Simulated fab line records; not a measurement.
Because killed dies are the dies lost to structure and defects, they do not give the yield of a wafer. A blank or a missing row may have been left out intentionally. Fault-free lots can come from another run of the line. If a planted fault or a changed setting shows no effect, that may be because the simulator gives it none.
fab line records -- flow n5_finfet -- part 2 of 2: steps 21 to 28 of 28
[record] lots = 5, wafers = 15, last_day = 17
route steps=1938 shown BEOL_M11@1546
lots that met no fault: taken from a fault-free run of the same line
start_h: hours from the record's opening day to when the first of the lot's shown wafers began -- wait_h: how many hours have passed since the lot's step before this one -- " the same as in the row above -- L1.1+2: several wafers, shown together as one row -- - no value, or no start given -- * or withheld: withheld -- < > ~ a bound
route shown NAME@n: NAME is a module with steps in the file, n the number in the route of the first one -- usual: the fault-free wafers' mean and standard deviation -- same: alike in all rows -- chamber/n: place in a boat -- sites: readings site by site -- _std_site: standard deviation across them -- _edge_site: the outer-site mean with the inner-site mean subtracted -- radius_mm: for every site, how far away it sits from the centre of the wafer -- mask NAME#n: copy n -- behind: the last tool/chamber to shape the wafer -- hold: what put the lot on hold/how long, in hours/how the hold closed -- device: the transistor (n, p or np) that didn't switch -- end of line: tests run on the same wafers once the route is complete -- a step without rows: its recipe alone -- killed: the dies lost at the first sort to structure and to defects; this is not the yield of the wafer -- map: dies across one wafer; x = killed, . = not, _ = none there
set.NAME: setting as actually run; set.NAME@STEP: the setting as run at that earlier step -- model.NAME: the simulator's own value behind a step, which no gauge read
lots at selected steps of the route; one table per step, one row per wafer
services: the hour from which a tool's chamber was out of use, counted from the record's first day as start_h (under 0 if before that day), plus the number of hours and why
[[steps]]
[step N5_BEOL_M11_PEB_26]
[recipe] peb_temp_c = withheld, peb_time_s = 60, resist = CAR-ArF
[usual] chill_plate_temp_C = 22.97/0.11
lot.wafer,tool,chamber,start_h,wait_h,chill_plate_temp_C
L075.2,litho_track-04,0,230.35,0.1,23.00
L075.4,litho_track-04,0,230.35,0.1,22.82
L075.5,litho_track-04,0,230.35,0.1,23.03
L085.2,litho_track-04,0,287.85,0.1,22.98
L085.3,litho_track-04,0,287.85,0.1,23.01
L085.6,litho_track-04,0,287.85,0.1,22.88
L090.2,litho_track-04,0,307.53,0.1,22.88
L090.5,litho_track-04,0,307.53,0.1,22.98
L090.6,litho_track-04,0,307.53,0.1,23.10
L097.1,litho_track-04,0,355.38,0.1,22.80
L097.4,litho_track-04,0,355.38,0.1,22.85
L097.6,litho_track-04,0,355.38,0.1,22.98
L095.1,litho_track-04,0,358.90,0.1,23.04
L095.4,litho_track-04,0,358.90,0.1,23.04
L095.5,litho_track-04,0,358.90,0.1,23.11
[step N5_BEOL_M11_DEVELOP_27]
[recipe] develop_time_s = 30, developer = TMAH, resist = CAR-ArF, rinse_liquid = diw, dry = air_spin, dev_temp_c = 23
[usual] chill_plate_temp_C = 23.02/0.096
lot.wafer,tool,chamber,start_h,wait_h,chill_plate_temp_C
L075.2,litho_track-04,0,-,-,23.08
L075.4,litho_track-04,0,-,-,22.95
L075.5,litho_track-04,0,-,-,22.89
L085.2,litho_track-04,0,-,-,22.96
L085.3,litho_track-04,0,-,-,23.01
L085.6,litho_track-04,0,-,-,22.92
L090.2,litho_track-04,0,-,-,23.00
L090.5,litho_track-04,0,-,-,22.93
L090.6,litho_track-04,0,-,-,22.98
L097.1,litho_track-04,0,-,-,22.96
L097.4,litho_track-04,0,-,-,22.99
L097.6,litho_track-04,0,-,-,23.07
L095.1,litho_track-04,0,-,-,22.93
L095.4,litho_track-04,0,-,-,22.92
L095.5,litho_track-04,0,-,-,22.79
[step N5_BEOL_M11_CD_MEAS_28]
[recipe] target_cd_nm = 70, landing_energy_ev = 500, detector = se_inlens, polarity = opening
[usual] cd_nm = 70.1/0.86
lot.wafer,tool,chamber,start_h,wait_h,cd_nm
L075.2,cd_sem-03,0,230.42,-,69.4
L075.4,cd_sem-03,0,230.42,-,68.4
L075.5,cd_sem-03,0,230.42,-,70.7
L085.2,cd_sem-01,0,287.91,-,71.3
L085.3,cd_sem-01,0,287.91,-,70.0
L085.6,cd_sem-01,0,287.91,-,70.7
L090.2,cd_sem-02,0,307.60,-,69.2
L090.5,cd_sem-02,0,307.60,-,69.7
L090.6,cd_sem-02,0,307.60,-,70.0
L097.1,cd_sem-03,0,355.44,-,69.2
L097.4,cd_sem-03,0,355.44,-,69.6
L097.6,cd_sem-03,0,355.44,-,70.0
L095.1,cd_sem-01,0,358.96,-,69.9
L095.4,cd_sem-01,0,358.96,-,70.9
L095.5,cd_sem-01,0,358.96,-,70.6
[step N5_BEOL_M11_OVL_MEAS_29]
[recipe] points_per_wafer = 44
[usual] V10_OVL = -0.3/0.71
[same] points_per_wafer = 44
lot.wafer,tool,chamber,start_h,wait_h,V10_OVL[nm]
L075.2,overlay-01,0,230.45,0.0,-0.1
L075.4,overlay-01,0,230.45,0.0,0.0
L075.5,overlay-01,0,230.45,0.0,0.2
L085.2,overlay-01,0,287.94,0.0,-0.3
L085.3,overlay-01,0,287.94,0.0,-0.5
L085.6,overlay-01,0,287.94,0.0,-0.9
L090.2,overlay-02,0,307.63,0.0,-0.8
L090.5,overlay-02,0,307.63,0.0,-0.2
L090.6,overlay-02,0,307.63,0.0,-1.5
L097.1,overlay-02,0,355.48,0.0,-1.6
L097.4,overlay-02,0,355.48,0.0,-0.5
L097.6,overlay-02,0,355.48,0.0,-1.7
L095.1,overlay-02,0,358.99,0.0,0.0
L095.4,overlay-02,0,358.99,0.0,-0.7
L095.5,overlay-02,0,358.99,0.0,-0.8
[step N5_BEOL_M11_INSPECT_30]
[recipe] mode = adi, inspect_instrument = brightfield
[usual] raw_defect_count = 440/130
lot.wafer,tool,chamber,start_h,wait_h,raw_defect_count
L075.2,defect_inspect-01,-,230.48,0.0,330
L075.4,defect_inspect-01,-,230.48,0.0,304
L075.5,defect_inspect-01,-,230.48,0.0,396
L085.2,defect_inspect-02,-,287.97,0.0,416
L085.3,defect_inspect-02,-,287.97,0.0,359
L085.6,defect_inspect-02,-,287.97,0.0,454
L090.2,defect_inspect-02,-,307.65,0.0,547
L090.5,defect_inspect-02,-,307.65,0.0,438
L090.6,defect_inspect-02,-,307.65,0.0,379
L097.1,defect_inspect-02,-,355.50,0.0,584
L097.4,defect_inspect-02,-,355.50,0.0,435
L097.6,defect_inspect-02,-,355.50,0.0,454
L095.1,defect_inspect-02,-,359.02,0.0,419
L095.4,defect_inspect-02,-,359.02,0.0,632
L095.5,defect_inspect-02,-,359.02,0.0,584
[step N5_BEOL_M11_DESCUM_33]
[recipe] chemistry = O2, time_s = 7.9, source_power_w = 50, bias_power_w = 20, pressure_mtorr = 20, rf_frequency_hz = 2.712e+07, temp_c = 40, resist = CAR-ArF, o2_flow_sccm = 225
[usual] drypump_motor_current_A = 5.7/0.33, oes_product_au = 0.77/0.077, rf_vpp_V = 243.2/1.3, showerhead_plenum_p_Torr = 2.10/0.055, throttle_valve_pct = 20.40/0.23
lot.wafer,tool,chamber,start_h,wait_h,drypump_motor_current_A,oes_product_au,rf_hours_counter_h,rf_vpp_V,showerhead_plenum_p_Torr,throttle_valve_pct
L075.2,rie_diel-04,0,230.80,0.3,5.9,0.70,230,242.8,2.05,20.20
L075.4,rie_diel-04,1,230.80,0.3,5.8,0.81,105,242.1,2.03,20.38
L075.5,rie_diel-04,3,230.80,0.3,5.4,0.73,-,243.7,2.15,20.29
L085.2,rie_diel-04,0,288.00,0.0,6.0,0.69,248,242.3,2.04,20.23
L085.3,rie_diel-04,3,288.00,0.0,5.4,0.72,200,243.3,2.14,20.32
L085.6,rie_diel-04,3,288.00,0.0,5.3,0.72,-,242.7,2.14,20.31
L090.2,rie_diel-04,2,308.42,0.8,6.1,0.70,196,244.5,2.17,20.39
L090.5,rie_diel-04,3,308.42,0.8,5.3,0.72,-,245.5,2.14,20.32
L090.6,rie_diel-04,2,308.42,0.8,6.1,0.70,-,243.4,2.17,20.39
L097.1,rie_diel-04,0,355.53,0.0,6.0,0.99,6,242.8,2.04,19.90
L097.4,rie_diel-04,3,355.53,0.0,5.3,0.71,224,244.0,2.13,20.35
L097.6,rie_diel-04,3,355.53,0.0,5.3,0.70,-,245.0,2.13,20.37
L095.1,rie_diel-02,1,359.05,0.0,6.1,0.83,95,243.5,2.13,20.99
L095.4,rie_diel-02,1,359.05,0.0,6.1,0.82,-,243.8,2.13,20.97
L095.5,rie_diel-02,0,359.05,0.0,5.5,0.84,-,243.9,2.12,20.62
[step N5_BEOL_M11_ETCH_65]
[recipe] chemistry = CF4, target = SiARC, target_depth_a = 390, mask_material = CAR-ArF, time_s = 65, ion_energy_ev = 80, pressure_mtorr = 40, source_w = 545, bias_w = 36, Ar_flow_sccm = 100, cf4_flow_sccm = 100, ends = cleared
[usual] drypump_motor_current_A = 5.7/0.33, etch_rf_on_time_s = 66.0/1.4, oes_product_au = 0.65/0.064, rf_vpp_V = 184.2/1, showerhead_plenum_p_Torr = 2.14/0.058, throttle_valve_pct = 15.56/0.17
lot.wafer,tool,chamber,start_h,wait_h,drypump_motor_current_A,etch_rf_on_time_s,oes_product_au,rf_hours_counter_h,rf_vpp_V,showerhead_plenum_p_Torr,throttle_valve_pct
L075.2,rie_diel-04,0,230.84,0.0,5.9,66.4,0.59,230,184.7,2.12,15.62
L075.4,rie_diel-04,1,230.84,0.0,5.8,67.3,0.67,105,183.3,2.07,15.39
L075.5,rie_diel-04,3,230.84,0.0,5.4,67.4,0.62,-,183.9,2.21,15.64
L085.2,rie_diel-04,0,288.04,0.0,5.9,68.2,0.58,248,184.2,2.11,15.65
L085.3,rie_diel-04,3,288.04,0.0,5.4,67.5,0.61,200,183.4,2.20,15.67
L085.6,rie_diel-04,3,288.04,0.0,5.4,67.8,0.61,-,184.3,2.20,15.66
L090.2,rie_diel-04,2,308.46,0.0,6.1,66.2,0.61,196,185.6,2.21,15.53
L090.5,rie_diel-04,3,308.46,0.0,5.4,67.1,0.60,-,185.7,2.20,15.68
L090.6,rie_diel-04,2,308.46,0.0,6.1,65.9,0.60,-,185.0,2.21,15.54
L097.1,rie_diel-04,0,355.57,0.0,5.9,64.5,0.84,6,184.1,2.11,15.19
L097.4,rie_diel-04,3,355.57,0.0,5.4,67.4,0.59,224,184.3,2.20,15.72
L097.6,rie_diel-04,3,355.57,0.0,5.4,66.9,0.59,-,186.3,2.20,15.71
L095.1,rie_diel-02,1,359.09,0.0,6.1,65.7,0.70,95,185.2,2.15,15.88
L095.4,rie_diel-02,1,359.09,0.0,6.1,64.8,0.71,-,184.0,2.15,15.88
L095.5,rie_diel-02,0,359.09,0.0,5.4,64.7,0.72,-,184.1,2.16,15.68
[step N5_BEOL_M11_ETCH_66]
[recipe] chemistry = N2/H2, target = SOC, target_depth_a = 1200, overetch_a = 240, mask_material = SiARC, temp_c = 40, time_s = 180, ion_energy_ev = 200, pressure_mtorr = 30, source_w = 840, bias_w = 150, n2_flow_sccm = 200, h2_flow_sccm = 200
[usual] drypump_motor_current_A = 5.7/0.33, oes_product_au = 0.62/0.057, rf_vpp_V = 524.2/2.3, showerhead_plenum_p_Torr = 2.55/0.071, throttle_valve_pct = 17.84/0.22
lot.wafer,tool,chamber,start_h,wait_h,drypump_motor_current_A,oes_product_au,rf_hours_counter_h,rf_vpp_V,showerhead_plenum_p_Torr,throttle_valve_pct
L075.2,rie_diel-04,0,230.89,0.0,5.9,0.57,230,523.6,2.50,17.66
L075.4,rie_diel-04,1,230.89,0.0,5.8,0.66,105,521.7,2.46,17.73
L075.5,rie_diel-04,3,230.89,0.0,5.4,0.59,-,528.4,2.65,18.00
L085.2,rie_diel-04,0,288.09,0.0,6.0,0.56,248,521.8,2.49,17.69
L085.3,rie_diel-04,3,288.09,0.0,5.3,0.59,200,525.2,2.64,18.02
L085.6,rie_diel-04,3,288.09,0.0,5.3,0.58,-,525.5,2.64,18.02
L090.2,rie_diel-04,2,308.51,0.0,6.0,0.58,196,526.0,2.62,17.73
L090.5,rie_diel-04,3,308.51,0.0,5.4,0.59,-,527.9,2.64,18.05
L090.6,rie_diel-04,2,308.51,0.0,6.1,0.58,-,527.0,2.62,17.73
L097.1,rie_diel-04,0,355.62,0.0,6.0,0.79,6,523.2,2.49,17.32
L097.4,rie_diel-04,3,355.62,0.0,5.3,0.58,224,526.4,2.63,18.06
L097.6,rie_diel-04,3,355.62,0.0,5.4,0.58,-,527.2,2.63,18.05
L095.1,rie_diel-02,1,359.14,0.0,6.1,0.67,95,525.0,2.57,18.23
L095.4,rie_diel-02,1,359.14,0.0,6.1,0.67,-,524.1,2.57,18.23
L095.5,rie_diel-02,0,359.14,0.0,5.5,0.68,-,523.5,2.59,18.09
[[services]]
tool,chamber,start_h,hours,kind
rie_diel-04,2,210.52,4.3,repair
arfi_scanner-01,-,222.98,1.3,pm
arfi_scanner-03,-,230.35,1.0,pm
arfi_scanner-02,-,232.89,40.8,repair
rie_diel-04,0,233.13,1.3,repair
rie_diel-06,3,237.11,10.1,repair
arfi_scanner-03,-,238.60,0.4,repair
arfi_scanner-03,-,240.49,0.8,pm
arfi_scanner-03,-,249.91,17.3,pm
rie_diel-02,2,262.89,2.0,repair
arfi_scanner-03,-,267.24,1.3,pm
arfi_scanner-03,-,268.54,1.0,pm
arfi_scanner-02,-,273.73,0.8,pm
rie_diel-02,-,275.04,4.0,pm
arfi_scanner-03,-,283.98,0.4,repair
rie_diel-02,2,291.71,6.1,repair
rie_diel-06,2,293.86,4.5,repair
rie_diel-06,3,298.24,2.1,repair
arfi_scanner-01,-,316.09,1.3,repair
arfi_scanner-01,-,318.41,0.8,pm
arfi_scanner-01,-,330.33,1.1,repair
arfi_scanner-01,-,347.30,1.0,pm
arfi_scanner-01,-,348.48,1.3,pm
rie_diel-02,-,352.24,2.8,pm
